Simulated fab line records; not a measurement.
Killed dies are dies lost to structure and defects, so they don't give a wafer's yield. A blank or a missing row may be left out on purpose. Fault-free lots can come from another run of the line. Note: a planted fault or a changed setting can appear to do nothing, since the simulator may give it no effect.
Which tool did it? + flow n5-finfet + 72 wafers from 24 lots sampled at 5 of the route's 1938 steps

## WHAT THE GAUGES SHOWED, per wafer
N5_BEOL_M0_RS_MEAS_126: uses a four-point probe to measure. Usual: M0_RS 0.534 ohm/sq, standard deviation 0.021.
| lot  | measured     | on            | M0_RS (ohm/sq)    | flag |
|------|--------------|---------------|-------------------|------|
| L074 | day 6 10:28  | film-metro-02 | 0.502 0.513 0.515 |      |
| L075 | day 6 10:41  | film-metro-02 | 0.531 0.514 0.516 |      |
| L077 | day 6 19:44  | film-metro-02 | 0.530 0.526 0.531 |      |
| L076 | day 6 23:38  | film-metro-02 | 0.510 0.553 0.531 |      |
| L078 | day 7 00:29  | film-metro-02 | 0.547 0.525 0.540 |      |
| L080 | day 7 15:59  | film-metro-01 | 0.542 0.532 0.485 |      |
| L082 | day 7 19:19  | film-metro-01 | 0.553 0.553 0.521 |      |
| L079 | day 7 20:04  | film-metro-02 | 0.532 0.526 0.491 |      |
| L081 | day 7 23:00  | film-metro-01 | 0.554 0.493 0.502 |      |
| L083 | day 8 02:43  | film-metro-02 | 0.571 0.561 0.555 |      |
| L084 | day 8 14:18  | film-metro-01 | 0.545 0.539 0.515 |      |
| L085 | day 8 23:31  | film-metro-01 | 0.570 0.554 0.537 |      |
| L086 | day 9 02:07  | film-metro-01 | 0.549 0.502 0.507 |      |
| L087 | day 9 04:15  | film-metro-02 | 0.535 0.549 0.535 |      |
| L088 | day 9 10:42  | film-metro-01 | 0.543 0.524 0.537 |      |
| L089 | day 9 14:52  | film-metro-02 | 0.543 0.531 0.534 |      |
| L090 | day 10 02:59 | film-metro-01 | 0.577 0.560 0.570 |      |
| L091 | day 10 05:44 | film-metro-02 | 0.494 0.515 0.520 |      |
| L092 | day 10 13:50 | film-metro-01 | 0.518 0.542 0.509 |      |
| L093 | day 10 16:07 | film-metro-02 | 0.553 0.556 0.555 |      |
| L094 | day 11 02:37 | film-metro-02 | 0.558 0.530 0.532 |      |
| L096 | day 11 09:37 | film-metro-01 | 0.529 0.568 0.526 |      |
| L095 | day 11 16:22 | film-metro-02 | 0.554 0.535 0.538 |      |
| L097 | day 11 17:53 | film-metro-02 | 0.534 0.526 0.538 |      |

N5_BEOL_M0_INSPECT_127: inspects for defects (darkfield). Usual: raw-defect-count 70, standard deviation 28.
| lot  | measured     | on                | raw-defect-count | flag |
|------|--------------|-------------------|------------------|------|
| L074 | day 6 10:29  | defect-inspect-02 | 70 82 88         |      |
| L075 | day 6 10:42  | defect-inspect-01 | 119 77 64        |      |
| L077 | day 6 19:46  | defect-inspect-02 | 32 63 34         |      |
| L076 | day 6 23:40  | defect-inspect-01 | 58 76 33         |      |
| L078 | day 7 00:31  | defect-inspect-01 | 83 37 43         |      |
| L080 | day 7 16:01  | defect-inspect-02 | 74 47 64         |      |
| L082 | day 7 19:20  | defect-inspect-01 | 93 133 74        |      |
| L079 | day 7 20:06  | defect-inspect-02 | 116 94 144       |      |
| L081 | day 7 23:01  | defect-inspect-02 | 70 73 64         |      |
| L083 | day 8 02:44  | defect-inspect-01 | 72 76 80         |      |
| L084 | day 8 14:19  | defect-inspect-01 | 56 40 45         |      |
| L085 | day 8 23:33  | defect-inspect-02 | 43 77 62         |      |
| L086 | day 9 02:08  | defect-inspect-02 | 55 46 68         |      |
| L087 | day 9 04:17  | defect-inspect-01 | 81 79 72         |      |
| L088 | day 9 10:44  | defect-inspect-01 | 58 41 56         |      |
| L089 | day 9 14:53  | defect-inspect-01 | 36 56 71         |      |
| L090 | day 10 03:01 | defect-inspect-01 | 72 81 125        |      |
| L091 | day 10 05:46 | defect-inspect-02 | 60 89 60         |      |
| L092 | day 10 13:52 | defect-inspect-01 | 57 70 59         |      |
| L093 | day 10 16:08 | defect-inspect-01 | 60 47 39         |      |
| L094 | day 11 02:38 | defect-inspect-01 | 103 66 71        |      |
| L096 | day 11 09:39 | defect-inspect-02 | 39 44 57         |      |
| L095 | day 11 16:23 | defect-inspect-02 | 43 51 29         |      |
| L097 | day 11 17:55 | defect-inspect-02 | 67 70 84         |      |

## TOOL THAT RAN EACH LOT (tool first, then ch and the chambers of the sampled wafers, then the start)
| lot  | N5_BEOL_M0_TRENCH_ETCH_107         | N5_BEOL_M0_STRIP_142               | N5_BEOL_M0_DEGAS_112         |
|------|------------------------------------|------------------------------------|------------------------------|
| L074 | rie-diel-04 ch 1,2, day 6 06:52    | rie-diel-04 ch 1,2, day 6 06:53    | pvd-sputter-01, day 6 07:26  |
| L075 | rie-diel-01 ch 1,2,3, day 6 06:56  | rie-diel-01 ch 1,2,3, day 6 06:58  | pvd-sputter-02, day 6 07:28  |
| L077 | rie-diel-03 ch 0,3, day 6 17:14    | rie-diel-03 ch 0,3, day 6 17:16    | pvd-sputter-01, day 6 17:39  |
| L076 | rie-diel-03 ch 1,2,3, day 6 19:39  | rie-diel-03 ch 1,2,3, day 6 19:40  | pvd-sputter-01, day 6 21:21  |
| L078 | rie-diel-01 ch 1,3, day 6 21:33    | rie-diel-01 ch 1,3, day 6 21:34    | pvd-sputter-02, day 6 22:26  |
| L080 | rie-diel-04 ch 2,3, day 7 10:25    | rie-diel-04 ch 2,3, day 7 10:27    | pvd-sputter-02, day 7 11:46  |
| L082 | rie-diel-01 ch 1,2, day 7 15:31    | rie-diel-01 ch 1,2, day 7 15:32    | pvd-sputter-02, day 7 16:46  |
| L079 | rie-diel-01 ch 0,1, day 7 15:57    | rie-diel-01 ch 0,1, day 7 15:58    | pvd-sputter-02, day 7 17:25  |
| L081 | rie-diel-01 ch 2,3, day 7 19:32    | rie-diel-01 ch 2,3, day 7 19:34    | pvd-sputter-02, day 7 20:35  |
| L083 | rie-diel-03 ch 1,3, day 8 00:00    | rie-diel-03 ch 1,3, day 8 00:01    | pvd-sputter-01, day 8 00:40  |
| L084 | rie-diel-01 ch 1,2,3, day 8 11:11  | rie-diel-01 ch 1,2,3, day 8 11:12  | pvd-sputter-02, day 8 12:01  |
| L085 | rie-diel-04 ch 0,2,3, day 8 18:13  | rie-diel-04 ch 0,2,3, day 8 18:14  | pvd-sputter-03, day 8 19:31  |
| L086 | rie-diel-01 ch 1,2,3, day 8 22:13  | rie-diel-01 ch 1,2,3, day 8 22:14  | pvd-sputter-01, day 8 23:35  |
| L087 | rie-diel-03 ch 0,2,3, day 9 00:59  | rie-diel-03 ch 0,2,3, day 9 01:00  | pvd-sputter-01, day 9 01:57  |
| L088 | rie-diel-03 ch 1,2,3, day 9 05:58  | rie-diel-03 ch 1,2,3, day 9 06:00  | pvd-sputter-03, day 9 06:44  |
| L089 | rie-diel-03 ch 0,1,3, day 9 09:42  | rie-diel-03 ch 0,1,3, day 9 09:43  | pvd-sputter-02, day 9 12:23  |
| L090 | rie-diel-01 ch 1,2, day 9 22:02    | rie-diel-01 ch 1,2, day 9 22:03    | pvd-sputter-01, day 9 23:02  |
| L091 | rie-diel-04 ch 1,3, day 10 01:43   | rie-diel-04 ch 1,3, day 10 01:44   | pvd-sputter-03, day 10 02:31 |
| L092 | rie-diel-04 ch 0,2,3, day 10 09:03 | rie-diel-04 ch 0,2,3, day 10 09:04 | pvd-sputter-01, day 10 09:49 |
| L093 | rie-diel-01 ch 0,1,2, day 10 12:32 | rie-diel-01 ch 0,1,2, day 10 12:33 | pvd-sputter-02, day 10 13:23 |
| L094 | rie-diel-03 ch 0,1, day 10 22:56   | rie-diel-03 ch 0,1, day 10 22:58   | pvd-sputter-02, day 11 00:43 |
| L096 | rie-diel-03 ch 0,1,3, day 11 04:25 | rie-diel-03 ch 0,1,3, day 11 04:27 | pvd-sputter-01, day 11 05:32 |
| L095 | rie-diel-01 ch 0,3, day 11 10:31   | rie-diel-01 ch 0,3, day 11 10:32   | pvd-sputter-01, day 11 10:55 |
| L097 | rie-diel-01 ch 0,1,2, day 11 14:53 | rie-diel-01 ch 0,1,2, day 11 14:55 | pvd-sputter-01, day 11 15:38 |
- N5_BEOL_M0_TRENCH_ETCH_107: etches SiOC in C4F6/O2, target depth 32.8 nm, time 16.4 s.
- N5_BEOL_M0_STRIP_142: strips in N2/H2, time 10 s.
- N5_BEOL_M0_DEGAS_112: time 60 s.

## AS READ BY THE TOOLS THEMSELVES (means over the sampled wafers that have a number; for cases with no such wafer, the mark the record gives instead)
N5_BEOL_M0_TRENCH_ETCH_107. Usual: drypump-motor-current-A 5.68 A, standard deviation 0.19; oes-product-au 0.79 a.u., standard deviation 0.083; rf-vpp-V 669 V, standard deviation 28; showerhead-plenum-p-Torr 2.84 Torr, standard deviation 0.084; throttle-valve-pct 20.91 %, standard deviation 0.21.
| lot  | tool        | drypump-motor-current-A (A) | oes-product-au (a.u.) | rf-vpp-V (V) | showerhead-plenum-p-Torr (Torr) | throttle-valve-pct (%) | flag |
|------|-------------|-----------------------------|-----------------------|--------------|---------------------------------|------------------------|------|
| L074 | rie-diel-04 | 5.56                        | 0.70                  | 679          | 2.88                            | 20.89                  |      |
| L075 | rie-diel-01 | 5.68                        | 0.78                  | 700          | 2.89                            | 20.96                  |      |
| L077 | rie-diel-03 | 5.56                        | 0.74                  | 643          | 2.80                            | 20.82                  |      |
| L076 | rie-diel-03 | 5.80                        | 0.78                  | 649          | 2.82                            | 20.89                  |      |
| L078 | rie-diel-01 | 5.62                        | 0.81                  | 705          | 2.93                            | 20.84                  |      |
| L080 | rie-diel-04 | 5.35                        | 0.72                  | 681          | 2.93                            | 20.95                  |      |
| L082 | rie-diel-01 | 5.62                        | 0.79                  | 700          | 2.90                            | 21.15                  |      |
| L079 | rie-diel-01 | 5.62                        | 0.86                  | 684          | 2.92                            | 20.88                  |      |
| L081 | rie-diel-01 | 5.79                        | 0.71                  | 690          | 2.81                            | 20.92                  |      |
| L083 | rie-diel-03 | 5.73                        | 0.80                  | 639          | 2.76                            | 20.98                  |      |
| L084 | rie-diel-01 | 5.68                        | 0.76                  | 699          | 2.88                            | 20.99                  |      |
| L085 | rie-diel-04 | 5.50                        | 0.79                  | 679          | 2.87                            | 20.96                  |      |
| L086 | rie-diel-01 | 5.68                        | 0.75                  | 698          | 2.87                            | 20.99                  |      |
| L087 | rie-diel-03 | 5.72                        | 0.72                  | 651          | 2.83                            | 20.85                  |      |
| L088 | rie-diel-03 | 5.79                        | 0.76                  | 650          | 2.81                            | 20.91                  |      |
| L089 | rie-diel-03 | 5.65                        | 0.75                  | 641          | 2.77                            | 20.92                  |      |
| L090 | rie-diel-01 | 5.57                        | 0.80                  | 706          | 2.94                            | 21.07                  |      |
| L091 | rie-diel-04 | 5.46                        | 0.79                  | 680          | 2.86                            | 20.86                  |      |
| L092 | rie-diel-04 | 5.50                        | 0.88                  | 678          | 2.87                            | 20.87                  |      |
| L093 | rie-diel-01 | 5.63                        | 0.79                  | 678          | 2.86                            | 21.05                  |      |
| L094 | rie-diel-03 | 5.61                        | 0.72                  | 637          | 2.78                            | 20.96                  |      |
| L096 | rie-diel-03 | 5.65                        | 0.73                  | 641          | 2.76                            | 20.95                  |      |
| L095 | rie-diel-01 | 5.80                        | 0.84                  | 648          | 2.77                            | 20.71                  |      |
| L097 | rie-diel-01 | 5.63                        | 0.78                  | 678          | 2.86                            | 21.06                  |      |

N5_BEOL_M0_STRIP_142. Usual: for bias-power-w, 7.002 W with a standard deviation of 0.019; for drypump-motor-current-A, 5.69 A with a standard deviation of 0.18; for n2-flow-sccm, 200.1 sccm with a standard deviation of 0.59; for oes-product-au, 0.79 a.u. with a standard deviation of 0.082; for rf-vpp-V, 59.2 V with a standard deviation of 0.91; for showerhead-plenum-p-Torr, 2.53 Torr with a standard deviation of 0.086; for throttle-valve-pct, 23.72 % with a standard deviation of 0.29.
| lot  | tool        | bias-power-w (W) | drypump-motor-current-A (A) | n2-flow-sccm (sccm) | oes-product-au (a.u.) | rf-vpp-V (V) | showerhead-plenum-p-Torr (Torr) | throttle-valve-pct (%) | flag |
|------|-------------|------------------|-----------------------------|---------------------|-----------------------|--------------|---------------------------------|------------------------|------|
| L074 | rie-diel-04 | 6.972            | 5.61                        | 199.9               | 0.69                  | 59.1         | 2.60                            | 23.91                  |      |
| L075 | rie-diel-01 | 7.006            | 5.69                        | 200.0               | 0.77                  | 59.4         | 2.58                            | 23.89                  |      |
| L077 | rie-diel-03 | 7.014            | 5.59                        | 199.4               | 0.75                  | 58.4         | 2.47                            | 23.34                  |      |
| L076 | rie-diel-03 | 7.011            | 5.81                        | 200.1               | 0.78                  | 59.0         | 2.50                            | 23.50                  |      |
| L078 | rie-diel-01 | 7.010            | 5.66                        | 200.2               | 0.81                  | 59.2         | 2.62                            | 23.76                  |      |
| L080 | rie-diel-04 | 6.993            | 5.37                        | 200.0               | 0.72                  | 60.0         | 2.64                            | 23.92                  |      |
| L082 | rie-diel-01 | 6.997            | 5.62                        | 200.3               | 0.79                  | 59.0         | 2.59                            | 24.07                  |      |
| L079 | rie-diel-01 | 7.021            | 5.62                        | 200.1               | 0.86                  | 60.2         | 2.61                            | 23.73                  |      |
| L081 | rie-diel-01 | 6.998            | 5.80                        | 200.2               | 0.70                  | 59.4         | 2.52                            | 23.86                  |      |
| L083 | rie-diel-03 | 7.006            | 5.76                        | 199.9               | 0.80                  | 58.2         | 2.43                            | 23.61                  |      |
| L084 | rie-diel-01 | 7.007            | 5.70                        | 200.9               | 0.75                  | 59.8         | 2.57                            | 23.91                  |      |
| L085 | rie-diel-04 | 6.999            | 5.50                        | 200.4               | 0.77                  | 59.6         | 2.58                            | 23.80                  |      |
| L086 | rie-diel-01 | 7.007            | 5.68                        | 200.2               | 0.75                  | 58.2         | 2.57                            | 23.92                  |      |
| L087 | rie-diel-03 | 7.005            | 5.71                        | 200.7               | 0.73                  | 59.1         | 2.51                            | 23.41                  |      |
| L088 | rie-diel-03 | 6.996            | 5.80                        | 200.2               | 0.77                  | 58.7         | 2.50                            | 23.53                  |      |
| L089 | rie-diel-03 | 7.021            | 5.65                        | 200.1               | 0.75                  | 58.3         | 2.45                            | 23.51                  |      |
| L090 | rie-diel-01 | 6.991            | 5.58                        | 200.7               | 0.81                  | 58.9         | 2.63                            | 23.97                  |      |
| L091 | rie-diel-04 | 6.987            | 5.47                        | 200.2               | 0.79                  | 59.7         | 2.59                            | 23.93                  |      |
| L092 | rie-diel-04 | 6.986            | 5.53                        | 200.2               | 0.88                  | 59.3         | 2.57                            | 23.76                  |      |
| L093 | rie-diel-01 | 6.986            | 5.64                        | 200.0               | 0.79                  | 58.6         | 2.55                            | 23.91                  |      |
| L094 | rie-diel-03 | 7.001            | 5.62                        | 200.2               | 0.72                  | 59.1         | 2.46                            | 23.61                  |      |
| L096 | rie-diel-03 | 7.005            | 5.67                        | 199.4               | 0.74                  | 58.0         | 2.44                            | 23.53                  |      |
| L095 | rie-diel-01 | 6.994            | 5.79                        | 200.4               | 0.85                  | 59.0         | 2.46                            | 23.53                  |      |
| L097 | rie-diel-01 | 7.005            | 5.66                        | 200.2               | 0.79                  | 58.8         | 2.55                            | 23.91                  |      |

N5_BEOL_M0_DEGAS_112. Usual: heater-power-w 317 W, standard deviation 30.
| lot  | tool           | heater-power-w (W) | flag |
|------|----------------|--------------------|------|
| L074 | pvd-sputter-01 | 327                |      |
| L075 | pvd-sputter-02 | 286                |      |
| L077 | pvd-sputter-01 | 305                |      |
| L076 | pvd-sputter-01 | 336                |      |
| L078 | pvd-sputter-02 | 317                |      |
| L080 | pvd-sputter-02 | 323                |      |
| L082 | pvd-sputter-02 | 309                |      |
| L079 | pvd-sputter-02 | 312                |      |
| L081 | pvd-sputter-02 | 315                |      |
| L083 | pvd-sputter-01 | 335                |      |
| L084 | pvd-sputter-02 | 283                |      |
| L085 | pvd-sputter-03 | 298                |      |
| L086 | pvd-sputter-01 | 320                |      |
| L087 | pvd-sputter-01 | 324                |      |
| L088 | pvd-sputter-03 | 317                |      |
| L089 | pvd-sputter-02 | 311                |      |
| L090 | pvd-sputter-01 | 332                |      |
| L091 | pvd-sputter-03 | 314                |      |
| L092 | pvd-sputter-01 | 319                |      |
| L093 | pvd-sputter-02 | 289                |      |
| L094 | pvd-sputter-02 | 300                |      |
| L096 | pvd-sputter-01 | 317                |      |
| L095 | pvd-sputter-01 | 336                |      |
| L097 | pvd-sputter-01 | 324                |      |

## THE ANSWER, worked out from the rows above alone
Rule: a lot counts as off when the mean over its wafers that have a number is more than 3 standard deviations away from the usual mean. A lot without any number at a reading at which 4 lots or more have one is off too. The other lots that the step has rows for count as sound. After the gauges, taken in route order, come the tools' own readings; for these a lot's mean is taken, as printed above. The first step at which some lot is off is used, and at that step the reading that is off furthest; a lot without a number counts as furthest.
Nothing can be told from this: no lot is off at any reading shown.

## WHAT THE SIMULATOR HAD INSERTED
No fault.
